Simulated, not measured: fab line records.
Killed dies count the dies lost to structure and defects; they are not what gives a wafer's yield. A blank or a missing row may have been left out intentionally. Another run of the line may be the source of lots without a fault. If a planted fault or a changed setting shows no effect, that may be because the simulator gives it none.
A struck lot beside a sound one + flow n5 finfet + 18 steps out of a route of 1938
Sound: wafers L935.4, L935.5, L935.6. Struck: wafer L945.1; the same lot's L945.3 was not struck, so it is left out; see the end for the cause.
For every step that has rows: the tool of each side, followed by ch and its chambers, followed by its first start. Under that, the readings that differ: sound wafers + struck wafers + difference of the means + sigmas: that difference in standard deviations of wafers without a fault.
alike: a reading whose means differ by less than 2 such deviations, as well as words and numbers matching on both sides. not compared: withheld readings; readings where some wafer has no value; bounds like >300 that might hide an equal value; numbers whose values overlap and for which the record gives no deviation.
The two part at a step that has a row with sigmas, a row that says differs or no value, or rows on one side only. Numbers that have no deviation but don't overlap get no sigmas and don't part them. A reading missing from all wafers of one side parts the sides only when that side holds two or more wafers.

first, 1 step without rows for these wafers: N5_SD_EPI_N_DEVELOP_08 (develop time 30 s).
N5_SD_EPI_N_CD_MEAS_09: target cd 120 nm.
  sound on cd sem-02 ch 0, day 4 11:13; struck on cd sem-02 ch 0, day 6 23:16
| reading    | sound             | struck | difference | sigmas |
|------------|-------------------|--------|------------|--------|
| cd nm (nm) | 122.7 121.2 120.5 | 117.8  | -3.7       | -3     |
N5_SD_EPI_N_OVL_MEAS_10:
  sound on overlay-02 ch 0, day 4 11:15; struck on overlay-01 ch 0, day 6 23:17
  alike: SD_N_BLK_OVL
N5_SD_EPI_N_INSPECT_11: inspects for defects (macro).
  sound: defect inspect-02 at day 4 11:16; struck: defect inspect-02 at day 6 23:19
  alike: raw defect count
N5_SD_EPI_N_DESCUM_14: chemistry O2, time 7.9 s.
  sound on rie diel-02 ch 0,1,3, day 4 11:18; struck on rie diel-02 ch 2, day 6 23:21
  alike: drypump motor current A, oes product au, rf vpp V, showerhead plenum p Torr, temp c, throttle valve pct
  not compared: rf hours counter h
N5_SD_EPI_N_ETCH_34: etches SiARC in CF4, target depth 45.5 nm, time 75.8 s.
  sound on rie diel-02 ch 0,1,3, day 4 11:20; struck on rie diel-02 ch 2, day 6 23:23
  alike: drypump motor current A, etch rf on time s, oes product au, rf vpp V, showerhead plenum p Torr, throttle valve pct
  not compared: rf hours counter h
then, 2 steps without rows for these wafers: N5_SD_EPI_N_ETCH_35 (etches SOC in N2/H2, overetch 108 nm, time 486 s); N5_SD_EPI_N_STRIP_36 (strips in N2/H2).
N5_SD_EPI_N_ETCHBACK_44: etches SiNx in CH3F/O2, stops on SiO2, target depth 14.5 nm.
  sound on rie diel-02 ch 0,1,3, day 4 11:43; struck on rie diel-02 ch 2, day 6 23:46
  alike: CH3F_flow_sccm, drypump motor current A, oes product au, rf vpp V, showerhead plenum p Torr, throttle valve pct
  not compared: rf hours counter h
then, 1 step without rows for these wafers: N5_SD_EPI_N_ETCH_45 (etches SiOCN in CH3F/O2, target depth 6 nm).
N5_SD_EPI_N_ETCH_16: etches SiO2 in CHF3/O2, target depth 5 nm.
  sound on rie diel-02 ch 0,1,3, day 4 11:55; struck on rie diel-02 ch 2, day 6 23:58
  alike: drypump motor current A, oes product au, rf vpp V, showerhead plenum p Torr, throttle valve pct
  not compared: rf hours counter h
then, 1 step without rows for these wafers: N5_SD_EPI_N_STRIP_47 (strips in CHF3/O2).
N5_SD_EPI_N_SD_RECESS_17: chemistry HBr/Cl2/O2, target depth 41 nm, time 23.7 s, bt time 3 s.
  sound on rie si-05 ch 1,2, day 4 11:59; struck on rie si-02 ch 3, day 7 00:02
| reading                                 | sound             | struck | difference | sigmas |
|-----------------------------------------|-------------------|--------|------------|--------|
| oes product au (a.u.)                   | 0.996 0.994 1.008 | 1.142  | +0.143     | +10    |
| model.SD_EPI_N.feature depth nm (nm)    | 41 41.6 41        | 68     | +27        |        |
| model.etch.depth nm (nm)                | 41.04 41.58 40.98 | 67.97  | +26.77     |        |
| model.Si_of_WELL_APT_EPI_41.thk nm (nm) | 8.6 8.2 9         | 4.4    | -4.2       |        |
  alike: drypump motor current A, throttle valve pct
  not compared: rf hours counter h
N5_SD_EPI_N_STRIP_38: strips in N2/H2.
  sound on plasma asher-01 ch 0,1, day 4 12:06; struck on plasma asher-02 ch 0, day 7 00:08
| reading                | sound          | struck | difference                   | sigmas |
|------------------------|----------------|--------|------------------------------|--------|
| n2 flow sccm (sccm)    | 1754 1758 1753 | 1744   | -11                          | -2     |
| rf hours counter h (h) | - - -          | 99     | no value on the sound wafers |        |
  alike: drypump motor current A, heater power w, oes product au, temp c
then, 1 step without rows for these wafers: N5_SD_EPI_N_WET_ETCH_43 (etches SiO2 in dHF, time 14 s, target depth 1.5 nm).
N5_SD_EPI_N_STRIP_18: strips in SPM, time 750 s.
  sound on wet bench-06 ch 0,2,3, day 4 12:11; struck on wet bench-06 ch 5, day 7 00:16
| reading                                 | sound       | struck | difference | sigmas |
|-----------------------------------------|-------------|--------|------------|--------|
| model.Si_of_WELL_APT_EPI_41.thk nm (nm) | 8.2 7.8 8.6 | 4      | -4         |        |
  alike: temp c
then, 1 step without rows for these wafers: N5_SD_EPI_N_SRD_20 (time 30 s).
-- record jumps: 10 days separate the struck wafers' starts on either side; left off in module SD_EPI_N, taken up again in module PASSIVATION, whose first shown step is the route's number 1936 --
N5_PASSIVATION_PROBE_49:
  record: rows for the struck wafers here (prober-01, day 17 00:58), none for the sound ones

## WHERE THEY PART
First at N5_SD_EPI_N_CD_MEAS_09; last, within this record, at N5_PASSIVATION_PROBE_49.

WHY: the cause the simulator had injected
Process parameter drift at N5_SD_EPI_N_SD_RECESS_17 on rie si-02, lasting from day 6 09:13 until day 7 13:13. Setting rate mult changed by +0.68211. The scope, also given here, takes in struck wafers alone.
